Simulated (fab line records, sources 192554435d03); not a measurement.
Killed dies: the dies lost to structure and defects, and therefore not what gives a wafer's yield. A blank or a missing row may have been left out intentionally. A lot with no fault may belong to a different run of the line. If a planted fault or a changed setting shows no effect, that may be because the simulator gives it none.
Which of the tools did it? ; flow n5 finfet ; Sampling: 11 lots, 33 wafers, 3 of 1938 route steps

## WHAT EACH GAUGE READ, for each wafer
N5_BEOL_M11_CD_MEAS_28: the cd target is 70 nm.
lot;measured;on;cd nm (nm)
L317;day 11 03:22;cd sem-02;69.3 71.7 71.1
L322;day 11 20:59;cd sem-03;70.2 69.6 70.5
L323;day 11 22:35;cd sem-02;69.0 70.3 70.8
L321;day 11 22:46;cd sem-02;69.3 70.7 69.5
L325;day 12 16:05;cd sem-01;70.3 70.1 70.9
L332;day 15 03:49;cd sem-03;71.4 70.9 70.7
L336;day 15 09:49;cd sem-03;69.9 70.5 70.4
L337;day 15 23:51;cd sem-03;76.3 71.2 76.2
L338;day 16 02:50;cd sem-03;71.3 70.5 75.7
L339;day 16 10:46;cd sem-02;69.9 69.2 69.2
L340;day 16 20:21;cd sem-01;69.8 70.3 69.5

## WHICH TOOL RAN EACH LOT (tool, then ch and the chambers of the sampled wafers, then the start)
lot;N5_BEOL_M11_PECVD_70;N5_BEOL_M11_PEB_26
L317;pecvd-04 ch 0,1,2, day 11 00:52;litho track-05 ch 0, day 11 03:18
L322;pecvd-04 ch 1,2, day 11 18:26;litho track-03 ch 0, day 11 20:55
L323;pecvd-01 ch 0,1, day 11 18:30;litho track-04 ch 0, day 11 22:31
L321;pecvd-04 ch 0,2, day 11 19:38;litho track-04 ch 0, day 11 22:41
L325;pecvd-01 ch 0,1, day 12 13:07;litho track-04 ch 0, day 12 16:01
L332;pecvd-01 ch 0,1,2, day 14 23:23;litho track-03 ch 0, day 15 03:45
L336;pecvd-01 ch 0,1,2, day 15 07:56;litho track-03 ch 0, day 15 09:45
L337;pecvd-04 ch 0,1, day 15 18:28;litho track-03 ch 0, day 15 23:47
L338;pecvd-04 ch 1,2, day 15 19:40;litho track-03 ch 0, day 16 02:46
L339;pecvd-04 ch 1,2, day 16 06:10;litho track-05 ch 0, day 16 10:41
L340;pecvd-01 ch 0,1, day 16 15:50;litho track-05 ch 0, day 16 20:17
- N5_BEOL_M11_PECVD_70: deposits SiO2 from TEOS/O2, target thk 20 nm, time 22.7 s.
- N5_BEOL_M11_PEB_26: peb time 60 s.

## THE ANSWER, worked out from the rows above alone
Rule: what is usual is taken from the lots themselves. The widest of any qualifying gaps counts: lots, ordered by their means at a reading, are off when they make up no more than a third of the lots, leave a main group of 4 or more, and stand apart from it by 3 or more times the standard deviation of that group's means. If all means in a main group match to the digits the tables above print for the reading, that group is not used. Also off: a lot with no number at a reading for which 4 or more lots have one. The other lots that the step has rows for count as sound.
Off at N5_BEOL_M11_CD_MEAS_28 (cd nm): L337, L338. The main group: mean 70.2 nm, standard deviation 0.45.
A tool fits if, at a process step before that reading, it ran every lot that is off, and no sound lot after the first of them. The gauges at N5_BEOL_M11_CD_MEAS_28 are tried like those tools. 2 tools fit, litho track-03 at N5_BEOL_M11_PEB_26 and cd sem-03 at N5_BEOL_M11_CD_MEAS_28, so this cannot tell which one it is.

## WHAT THE SIMULATOR PUT IN
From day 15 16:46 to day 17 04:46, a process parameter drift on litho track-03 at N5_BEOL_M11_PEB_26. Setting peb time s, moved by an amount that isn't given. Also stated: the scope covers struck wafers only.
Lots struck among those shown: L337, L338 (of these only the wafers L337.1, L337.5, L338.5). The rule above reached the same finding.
